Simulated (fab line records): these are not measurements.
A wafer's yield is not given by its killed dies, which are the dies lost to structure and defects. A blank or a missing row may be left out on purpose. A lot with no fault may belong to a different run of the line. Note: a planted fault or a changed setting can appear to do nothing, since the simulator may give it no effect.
Lot-split experiment    flow n5 finfet    route with 1938 steps; 7 lots, 21 wafers read

## SPLIT DETAILS
At N5_BEOL_M1_ETCH_64 (etches SOC in N2/H2, target depth 75 nm, overetch 15 nm, time 112.5 s), the setting source w was moved away from the recipe's 840 W on 9 of the 21 wafers read, by -17.0% to +9.8%. This setting was run at the recipe's value on the other wafers.

The split's own step is where the reading is taken.

## THE READING
rf vpp V, in V, at N5_BEOL_M1_ETCH_64 (etches SOC in N2/H2, target depth 75 nm, overetch 15 nm, time 112.5 s). On this fab line, fault-free wafers typically give 525.2 V with a standard deviation of 2.1 V.

wafer   tool, chamber at the split  source w as run, W  against the recipe  rf vpp V, V  against lot-mates on the recipe
L074.2  rie diel-03, 1              840                 recipe              526.6        -
L074.5  rie diel-03, 3              696.9               -17.0%              559.4        +32.8
L074.6  rie diel-03, 1              696.9               -17.0%              559.5        +32.9
L076.2  rie diel-02, 1              922.5               +9.8%               508.1        -17.5
L076.3  rie diel-02, 0              840                 recipe              526.5        -
L076.5  rie diel-02, 1              840                 recipe              524.7        -
L078.1  rie diel-02, 3              757.3               -9.8%               539.2        +14.8
L078.2  rie diel-02, 0              840                 recipe              525.9        -
L078.6  rie diel-02, 2              840                 recipe              522.9        -
L085.4  rie diel-02, 0              840                 recipe              525.9        -
L085.5  rie diel-02, 3              840                 recipe              528.1        -
L085.6  rie diel-02, 2              840                 recipe              524.0        -
L089.3  rie diel-01, 2              899.6               +7.1%               514.5        no lot-mate on the recipe
L089.4  rie diel-01, 1              899.6               +7.1%               516.0        no lot-mate on the recipe
L089.5  rie diel-01, 3              899.6               +7.1%               512.3        no lot-mate on the recipe
L092.3  rie diel-01, 2              840                 recipe              524.9        -
L092.4  rie diel-01, 3              840                 recipe              522.3        -
L092.6  rie diel-01, 2              840                 recipe              526.3        -
L094.1  rie diel-01, 2              894.1               +6.4%               514.2        -13.8
L094.2  rie diel-01, 3              894.1               +6.4%               513.0        -15.0
L094.6  rie diel-01, 1              840                 recipe              528.0        -

FIT RESULTS
A straight line over all 21 wafers: rf vpp V changes by -1.84 V for each +1% of source w; r = -0.99; the points scatter about the line by 2.1 V.
The same after taking each lot's own level away (the mean of its wafers on the recipe; 18 wafers): -1.9 V for each +1%; r = -0.99; scatter 1.7 V.
The reading moves by 32 V for the largest change in source w, on that fit.
The span of the lots' own levels, 524.40 to 528.00 V, comes to 1.7 times the standard deviation stated above.
Consequently the slope shifts little with the lot-to-lot level, the two slopes agreeing.
Check: +31.6 V against its lot-mates is what the line predicts for one of the wafers moved furthest among these (-17.0%) when that wafer is left out of the fit. Against them it came out at +32.8 V.
Tool readings at the split's step, against how far the setting was moved: rf vpp V r = -0.99.

## ADDITIONAL SPLITS CARRIED BY THESE WAFERS
These wafers also went through other splits before the reading. Each is held against what the fit with the lots' levels taken away leaves over:
other split on the same wafers         wafers away from the commonest value  r with rf vpp V (lot level and that fit taken away)
N5_BEOL_M0_SAQP_SPACER1_ALD_98 temp c  8                                     +0.19

## FILE'S OWN FIT
rf vpp V changes by -1.85 V for each +1% of source w, r = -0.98.
